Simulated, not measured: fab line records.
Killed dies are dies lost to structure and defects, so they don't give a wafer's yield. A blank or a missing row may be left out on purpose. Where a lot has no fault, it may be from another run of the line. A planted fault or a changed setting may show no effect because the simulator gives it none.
Matching of chambers / flow n5_finfet / rie_diel-03 running N5_HKMG_FIN_DESCUM_17: 4 sister chambers
The step chemistry O2, time 7.9 s. 4 wafers are shown with their chamber, then 9 later ones without.

## WAFERS PAIRED WITH THEIR CHAMBERS
wafer=L084.6; chamber=2; showerhead_plenum_p_Torr (Torr)=2.12
wafer=L090.1; chamber=3; showerhead_plenum_p_Torr (Torr)=2.00
wafer=L090.4; chamber=0; showerhead_plenum_p_Torr (Torr)=2.18
wafer=L090.5; chamber=1; showerhead_plenum_p_Torr (Torr)=2.12

## WAFERS MISSING THEIR CHAMBER
wafer=L089.2; showerhead_plenum_p_Torr (Torr)=2.12
wafer=L089.3; showerhead_plenum_p_Torr (Torr)=2.18
wafer=L089.4; showerhead_plenum_p_Torr (Torr)=2.00
wafer=L092.3; showerhead_plenum_p_Torr (Torr)=2.12
wafer=L092.4; showerhead_plenum_p_Torr (Torr)=1.99
wafer=L092.6; showerhead_plenum_p_Torr (Torr)=2.12
wafer=L097.2; showerhead_plenum_p_Torr (Torr)=2.11
wafer=L097.4; showerhead_plenum_p_Torr (Torr)=2.11
wafer=L097.5; showerhead_plenum_p_Torr (Torr)=2.17

## EACH ONE'S CHAMBER
wafer=L089.2; from the rows above=can't be placed: 1 or 2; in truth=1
wafer=L089.3; from the rows above=0; in truth=0
wafer=L089.4; from the rows above=3; in truth=3
wafer=L092.3; from the rows above=can't be placed: 1 or 2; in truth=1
wafer=L092.4; from the rows above=3; in truth=3
wafer=L092.6; from the rows above=can't be placed: 1 or 2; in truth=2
wafer=L097.2; from the rows above=can't be placed: 1 or 2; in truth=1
wafer=L097.4; from the rows above=can't be placed: 1 or 2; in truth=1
wafer=L097.5; from the rows above=0; in truth=0
Correctly placed: 4 of 9. Can't be placed from these rows: 5 (the true chamber is among the candidates in 5). Wrongly placed: 0.
How it was worked out, from the rows above alone: a wafer's distance from a chamber is the root of the sum, over the readings, of the square of ((its reading less the chamber's mean) divided by the reading's scatter). The wafer belongs to the nearest chamber; if the next one is less than 2 further off, it can't be placed. A chamber's mean is the mean of its shown wafers. The scatter: with one shown wafer a chamber, the root of the mean of the squares of how far each hidden wafer lies from its nearest shown one.
